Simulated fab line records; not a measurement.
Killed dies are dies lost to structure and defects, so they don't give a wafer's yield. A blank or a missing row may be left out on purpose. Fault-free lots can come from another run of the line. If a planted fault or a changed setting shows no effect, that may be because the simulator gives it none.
Problem report in the 8D (eight disciplines) form, filled by code || flow nandHarc || the parts of the form that need people (team, actions taken, sign-off) are left out

== 1. WHAT WENT WRONG ==
Wafers without a fault read 91 %, standard deviation 3.2; defectLimitedYield at NHARC_END_SORT_01 reads a mean of 43 % on 5 wafers belonging to 3 lots. Measured from the usual mean, that is -15 standard deviations.
Earliest sighting: wafer L978.2 on prober-01 at day 26 16:43. The record has a number at this step for 24 wafers belonging to 8 lots. By rule, "out" or "out of limits" means more than 4 standard deviations away from the usual mean. The other wafers with a number count as sound.

== 2. WHAT IT IS, WHAT IT ISN'T ==
{"question": "which readings at this step", "is": "defectLimitedYield, killedAtArray, killedDies", "is not": "killedAtOther, killedAtPeriphery, killedOpen, killedShort"}
{"question": "which lots", "is": "L978, L980, L981", "is not": "L987, L989, L990, L992, L994"}
{"question": "which wafers of those lots", "is": "L978.2, L978.5, L980.2, L981.1, L981.5", "is not": "L978.1, L980.1, L980.6, L981.4"}
{"question": "read on which gauges", "is": "prober-01, prober-02", "is not": "-"}
{"question": "when", "is": "from day 26 16:43", "is not": "up to then (1 sound wafer); but 18 sound wafers of L980, L981, L987, L989, L990, L992, L994 came after"}

== 3. SUSPECTS, AND WHAT RULES EACH OUT ==
Counting: if a tool at a process step up to the reading ran every lot that is out, it stays a suspect. Sound lots after the first of them don't rule it out here, since some wafers of a struck lot are sound.
- the gauge at NHARC_END_SORT_01: ruled out. Those wafers that are out were read across 2 gauges (prober-01, prober-02).
- ecdCu-02 at NHARC_A_BONDPAD_ECD_18 (material Cu, target thk 400 nm): kept. It ran every lot that is out, first L978 (day 25 13:19).
After counting, what remains is ecdCu-02 at NHARC_A_BONDPAD_ECD_18.

== 4. THE CAUSE (what the simulator had put in) ==
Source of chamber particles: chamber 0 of ecdCu-02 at NHARC_A_BONDPAD_ECD_18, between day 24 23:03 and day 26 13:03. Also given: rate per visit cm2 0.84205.
After counting, this tool was the only one left.

== 5. SEQUENCE OF EFFECTS, ordered by route ==
One row per reading whose mean, taken over the struck wafers that have a number, lies over 3 standard deviations from the usual. Only readings for which the record gives a usual standard deviation are gone through. hours: the time from each lot's start at the first step in this table that gives one to its start at this step, as a median over the lots. sigmas: the change in usual standard deviations.
{"hours": 0, "step": "NHARC_END_SORT_01", "reading": "defectLimitedYield", "usual": "91 %", "on struck wafers": 43, "change": -48, "sigmas": -15}
{"hours": 0, "step": "NHARC_END_SORT_01", "reading": "killedAtArray", "usual": 55, "on struck wafers": 383, "change": "+328", "sigmas": "+15"}
{"hours": 0, "step": "NHARC_END_SORT_01", "reading": "killedDies", "usual": 60, "on struck wafers": 386, "change": "+326", "sigmas": "+15"}

== 6. WHAT WOULD HAVE CAUGHT IT SOONER ==
In this record the first reading out of limits at a measuring or inspecting step was taken at day 26 16:43, 42 hours after the fault began at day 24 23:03.
By day 26 16:43 the whole set of lots that are out, 3 in number, had already begun NHARC_A_BONDPAD_ECD_18 on ecdCu-02. Tool hold at that time: it would have spared none of them.
